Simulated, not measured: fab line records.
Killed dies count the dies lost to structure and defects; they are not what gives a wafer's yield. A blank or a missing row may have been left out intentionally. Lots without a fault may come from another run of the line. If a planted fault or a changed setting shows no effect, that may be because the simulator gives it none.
What tool caused it? | flow n5 finfet | 24 lots, 72 wafers sampled, at 6 steps of a route of 1938

== WHAT EACH GAUGE READ, for each wafer ==
N5_BEOL_M12_OVL_MEAS_11.
lot  | measured     | on         | V11_OVL (nm)
L074 | day 10 11:55 | overlay-02 | 0 -9 -5
L075 | day 10 19:45 | overlay-02 | -1 1 2
L076 | day 11 11:35 | overlay-01 | 0 -1 1
L077 | day 11 16:22 | overlay-02 | -5 -1 4
L080 | day 12 00:54 | overlay-01 | -9 0 -3
L078 | day 12 04:26 | overlay-01 | 4 2 -1
L079 | day 12 05:46 | overlay-02 | -6 -9 -6
L081 | day 12 15:03 | overlay-01 | -4 -1 -5
L083 | day 12 18:08 | overlay-02 | -6 -4 -1
L082 | day 12 22:39 | overlay-02 | -13 -7 -5
L084 | day 13 06:10 | overlay-02 | -15 -10 -17
L085 | day 13 07:52 | overlay-02 | -1 -4 1
L086 | day 13 19:36 | overlay-02 | -3 -5 -1
L087 | day 14 00:50 | overlay-01 | -4 -5 -2
L089 | day 14 04:05 | overlay-01 | -4 -2 -3
L088 | day 14 10:35 | overlay-02 | -9 -13 -12
L091 | day 14 10:23 | overlay-02 | -1 4 -4
L090 | day 14 19:19 | overlay-01 | -4 -7 -7
L092 | day 15 02:45 | overlay-02 | -6 3 -5
L093 | day 15 19:50 | overlay-02 | -10 -5 -6
L095 | day 16 03:34 | overlay-01 | -12 -5 0
L096 | day 16 20:41 | overlay-01 | -4 -1 -2
L094 | day 17 00:20 | overlay-01 | -13 -5 0
L097 | day 17 02:43 | overlay-01 | -5 -4 0

N5_BEOL_M13_OVL_MEAS_29.
lot  | measured     | on         | M13_OVL (nm)
L074 | day 10 21:33 | overlay-01 | 0 -2 -6
L075 | day 11 05:25 | overlay-01 | -3 -2 -1
L076 | day 11 17:37 | overlay-02 | 5 3 7
L077 | day 12 01:08 | overlay-02 | 1 -1 0
L080 | day 12 07:09 | overlay-01 | 0 -10 -1
L078 | day 12 10:09 | overlay-01 | 3 3 3
L079 | day 12 10:56 | overlay-02 | 4 2 6
L081 | day 12 22:29 | overlay-01 | -3 -3 -5
L083 | day 12 23:52 | overlay-02 | -14 -11 -7
L082 | day 13 03:28 | overlay-01 | -10 -12 -7
L084 | day 13 16:20 | overlay-01 | -9 -13 -9
L085 | day 13 20:16 | overlay-01 | 7 0 2
L086 | day 14 01:14 | overlay-02 | 2 -4 6
L087 | day 14 07:01 | overlay-02 | -15 -11 -13
L089 | day 14 09:13 | overlay-02 | -3 -3 -3
L088 | day 14 19:20 | overlay-02 | -12 -3 -2
L091 | day 14 18:29 | overlay-01 | -12 -8 -9
L090 | day 15 03:36 | overlay-02 | -8 -5 -4
L092 | day 15 16:40 | overlay-02 | -3 -6 -7
L093 | day 16 03:11 | overlay-01 | -12 -8 -11
L095 | day 16 09:51 | overlay-02 | -1 4 -4
L096 | day 17 02:38 | overlay-02 | -3 -5 -4
L094 | day 17 06:38 | overlay-02 | -8 -4 -5
L097 | day 17 12:01 | overlay-01 | 1 -3 -13

N5_BEOL_M13_INSPECT_30: inspects for defects (macro).
lot  | measured     | on                | raw defect count
L074 | day 10 21:35 | defect inspect-02 | 0 0 1
L075 | day 11 05:27 | defect inspect-01 | 2 1 1
L076 | day 11 17:39 | defect inspect-02 | 1 1 0
L077 | day 12 01:09 | defect inspect-01 | 1 1 1
L080 | day 12 07:10 | defect inspect-02 | 1 2 2
L078 | day 12 10:10 | defect inspect-01 | 2 2 4
L079 | day 12 10:58 | defect inspect-02 | 2 1 4
L081 | day 12 22:30 | defect inspect-01 | 2 2 1
L083 | day 12 23:54 | defect inspect-01 | 0 1 2
L082 | day 13 03:29 | defect inspect-01 | 3 2 2
L084 | day 13 16:21 | defect inspect-02 | 4 4 2
L085 | day 13 20:17 | defect inspect-01 | 1 1 2
L086 | day 14 01:15 | defect inspect-02 | 4 4 2
L087 | day 14 07:02 | defect inspect-01 | 2 1 0
L089 | day 14 09:15 | defect inspect-01 | 1 1 3
L088 | day 14 19:22 | defect inspect-01 | 2 3 3
L091 | day 14 18:30 | defect inspect-02 | 3 7 1
L090 | day 15 03:38 | defect inspect-01 | 2 4 1
L092 | day 15 16:41 | defect inspect-01 | 2 3 5
L093 | day 16 03:13 | defect inspect-02 | 5 1 3
L095 | day 16 09:53 | defect inspect-02 | 1 3 3
L096 | day 17 02:39 | defect inspect-02 | 3 3 1
L094 | day 17 06:39 | defect inspect-01 | 2 1 1
L097 | day 17 12:02 | defect inspect-02 | 0 0 1

== TOOL THAT RAN EACH LOT (tool first, then ch and the chambers of the sampled wafers, then the start) ==
lot  | N5_BEOL_M11_ANNEAL_51            | N5_BEOL_M12_DEGAS_41         | N5_BEOL_M13_DESCUM_15
L074 | rtp anneal-01 ch 0, day 10 10:30 | pvd sputter-02, day 10 18:17 | rie diel-02 ch 0,1,3, day 10 20:31
L075 | rtp anneal-01 ch 0, day 10 18:21 | pvd sputter-03, day 11 02:30 | rie diel-04 ch 0,2, day 11 04:32
L076 | rtp anneal-02 ch 0, day 11 10:16 | pvd sputter-02, day 11 14:14 | rie diel-02 ch 0,2, day 11 16:35
L077 | rtp anneal-02 ch 0, day 11 15:00 | pvd sputter-02, day 11 22:10 | rie diel-03 ch 1,2,3, day 12 00:07
L080 | rtp anneal-02 ch 0, day 11 23:34 | pvd sputter-02, day 12 04:19 | rie diel-03 ch 1,2,3, day 12 06:08
L078 | rtp anneal-02 ch 0, day 12 03:04 | pvd sputter-03, day 12 07:19 | rie diel-04 ch 0,1,3, day 12 09:16
L079 | rtp anneal-01 ch 0, day 12 04:30 | pvd sputter-01, day 12 08:04 | rie diel-03 ch 0,1, day 12 10:03
L081 | rtp anneal-02 ch 0, day 12 13:48 | pvd sputter-02, day 12 19:27 | rie diel-04 ch 0,1,3, day 12 21:26
L083 | rtp anneal-02 ch 0, day 12 16:52 | pvd sputter-02, day 12 21:08 | rie diel-03 ch 0,1,3, day 12 22:57
L082 | rtp anneal-02 ch 0, day 12 21:18 | pvd sputter-01, day 13 00:46 | rie diel-03 ch 0,2, day 13 02:35
L084 | rtp anneal-02 ch 0, day 13 04:45 | pvd sputter-02, day 13 13:13 | rie diel-03 ch 0,1, day 13 15:25
L085 | rtp anneal-01 ch 0, day 13 06:37 | pvd sputter-03, day 13 17:14 | rie diel-02 ch 0,1, day 13 19:13
L086 | rtp anneal-02 ch 0, day 13 18:14 | pvd sputter-02, day 13 22:23 | rie diel-02 ch 0,1, day 14 00:20
L087 | rtp anneal-02 ch 0, day 13 23:32 | pvd sputter-03, day 14 03:26 | rie diel-02 ch 1,2, day 14 05:59
L089 | rtp anneal-02 ch 0, day 14 02:44 | pvd sputter-01, day 14 05:55 | rie diel-03 ch 0,3, day 14 08:20
L088 | rtp anneal-01 ch 0, day 14 09:13 | pvd sputter-01, day 14 16:23 | rie diel-04 ch 0,2,3, day 14 18:13
L091 | rtp anneal-02 ch 0, day 14 09:16 | pvd sputter-02, day 14 15:28 | rie diel-04 ch 1,2, day 14 17:28
L090 | rtp anneal-02 ch 0, day 14 18:04 | pvd sputter-03, day 15 00:29 | rie diel-04 ch 0,2, day 15 02:43
L092 | rtp anneal-02 ch 0, day 15 01:22 | pvd sputter-02, day 15 06:00 | rie diel-03 ch 0,1,3, day 15 15:37
L093 | rtp anneal-01 ch 0, day 15 18:35 | pvd sputter-03, day 16 00:13 | rie diel-04 ch 1,2,3, day 16 02:10
L095 | rtp anneal-02 ch 0, day 16 02:18 | pvd sputter-03, day 16 06:58 | rie diel-02 ch 2,3, day 16 08:58
L096 | rtp anneal-01 ch 0, day 16 19:25 | pvd sputter-01, day 16 23:39 | rie diel-04 ch 1,2,3, day 17 01:44
L094 | rtp anneal-01 ch 0, day 16 22:58 | pvd sputter-03, day 17 03:07 | rie diel-04 ch 0,1,3, day 17 05:37
L097 | rtp anneal-02 ch 0, day 17 01:21 | pvd sputter-03, day 17 08:36 | rie diel-04 ch 0,1,2, day 17 11:07
- N5_BEOL_M11_ANNEAL_51: time 90 s.
- N5_BEOL_M12_DEGAS_41: time 60 s.
- N5_BEOL_M13_DESCUM_15: chemistry O2, time 7.9 s.

== AS READ BY THE TOOLS THEMSELVES (means over the sampled wafers that have a number; for cases with no such wafer, the mark the record gives instead) ==
N5_BEOL_M11_ANNEAL_51.
lot  | tool          | wafer_temp_C_max
L074 | rtp anneal-01 | 226.1
L075 | rtp anneal-01 | 226.7
L076 | rtp anneal-02 | 225.7
L077 | rtp anneal-02 | 225.7
L080 | rtp anneal-02 | 225.7
L078 | rtp anneal-02 | 225.5
L079 | rtp anneal-01 | 226.2
L081 | rtp anneal-02 | 225.6
L083 | rtp anneal-02 | 225.6
L082 | rtp anneal-02 | 225.7
L084 | rtp anneal-02 | 225.6
L085 | rtp anneal-01 | 226.2
L086 | rtp anneal-02 | 225.6
L087 | rtp anneal-02 | 225.6
L089 | rtp anneal-02 | 225.7
L088 | rtp anneal-01 | 226.4
L091 | rtp anneal-02 | 225.4
L090 | rtp anneal-02 | 225.5
L092 | rtp anneal-02 | 225.8
L093 | rtp anneal-01 | 226.1
L095 | rtp anneal-02 | 225.6
L096 | rtp anneal-01 | 226.4
L094 | rtp anneal-01 | 226.1
L097 | rtp anneal-02 | 225.8

N5_BEOL_M12_DEGAS_41.
lot  | tool           | heater power w (W)
L074 | pvd sputter-02 | 380
L075 | pvd sputter-03 | 319
L076 | pvd sputter-02 | 343
L077 | pvd sputter-02 | 324
L080 | pvd sputter-02 | 335
L078 | pvd sputter-03 | 319
L079 | pvd sputter-01 | 308
L081 | pvd sputter-02 | 299
L083 | pvd sputter-02 | 301
L082 | pvd sputter-01 | 315
L084 | pvd sputter-02 | 345
L085 | pvd sputter-03 | 312
L086 | pvd sputter-02 | 297
L087 | pvd sputter-03 | 314
L089 | pvd sputter-01 | 310
L088 | pvd sputter-01 | 322
L091 | pvd sputter-02 | 323
L090 | pvd sputter-03 | 313
L092 | pvd sputter-02 | 304
L093 | pvd sputter-03 | 314
L095 | pvd sputter-03 | 316
L096 | pvd sputter-01 | 314
L094 | pvd sputter-03 | 313
L097 | pvd sputter-03 | 315

N5_BEOL_M13_DESCUM_15.
lot  | tool        | drypump motor current A (A) | oes product au (a.u.) | rf vpp V (V) | showerhead plenum p Torr (Torr) | throttle valve pct (%)
L074 | rie diel-02 | 5.7                         | 0.80                  | 243.6        | 2.12                            | 20.4
L075 | rie diel-04 | 5.6                         | 0.70                  | 243.5        | 2.11                            | 20.8
L076 | rie diel-02 | 5.6                         | 0.75                  | 243.8        | 2.08                            | 20.5
L077 | rie diel-03 | 5.5                         | 0.79                  | 243.4        | 2.11                            | 20.5
L080 | rie diel-03 | 5.6                         | 0.78                  | 243.1        | 2.11                            | 20.5
L078 | rie diel-04 | 5.9                         | 0.78                  | 243.5        | 2.12                            | 20.3
L079 | rie diel-03 | 5.9                         | 0.74                  | 242.3        | 2.05                            | 20.5
L081 | rie diel-04 | 5.9                         | 0.78                  | 242.8        | 2.12                            | 20.3
L083 | rie diel-03 | 5.8                         | 0.76                  | 243.3        | 2.10                            | 20.5
L082 | rie diel-03 | 5.3                         | 0.75                  | 243.6        | 2.10                            | 20.6
L084 | rie diel-03 | 6.0                         | 0.72                  | 242.7        | 2.02                            | 20.6
L085 | rie diel-02 | 5.2                         | 0.72                  | 242.6        | 2.06                            | 20.5
L086 | rie diel-02 | 5.2                         | 0.72                  | 243.3        | 2.06                            | 20.5
L087 | rie diel-02 | 6.2                         | 0.82                  | 244.5        | 2.09                            | 19.9
L089 | rie diel-03 | 5.8                         | 0.75                  | 243.4        | 2.12                            | 20.4
L088 | rie diel-04 | 5.7                         | 0.77                  | 243.6        | 2.13                            | 20.6
L091 | rie diel-04 | 5.9                         | 0.71                  | 244.6        | 2.17                            | 20.6
L090 | rie diel-04 | 5.6                         | 0.70                  | 243.9        | 2.10                            | 20.9
L092 | rie diel-03 | 5.8                         | 0.74                  | 244.0        | 2.09                            | 20.5
L093 | rie diel-04 | 5.9                         | 0.77                  | 243.8        | 2.16                            | 20.3
L095 | rie diel-02 | 6.6                         | 0.82                  | 244.0        | 2.13                            | 20.1
L096 | rie diel-04 | 5.9                         | 0.77                  | 243.8        | 2.15                            | 20.3
L094 | rie diel-04 | 5.9                         | 0.75                  | 243.2        | 2.11                            | 20.3
L097 | rie diel-04 | 5.9                         | 0.69                  | 243.0        | 2.12                            | 20.7

== THE ANSWER, worked out from the rows above alone ==
Rule: the lots themselves supply what counts as usual. Put in order of their means at a reading, lots are off if they are a third of the lots or fewer, leave a main group of 4 or more, and stand apart from it by a gap of 3 or more times the standard deviation of the main group's means; of several such gaps the widest counts. If all means in a main group match to the digits the tables above print for the reading, that group is not used. A lot without any number at a reading at which 4 lots or more have one is off too. All remaining lots with rows at the step are treated as sound. After the gauges, taken in route order, come the tools' own readings; for these a lot's mean is taken, as printed above. The first step at which some lot is off is used, and at that step the reading that is off furthest; a lot without a number counts as furthest.
Across all readings shown, no lot is off: no conclusion can be drawn from this.

== WHAT THE SIMULATOR HAD INSERTED ==
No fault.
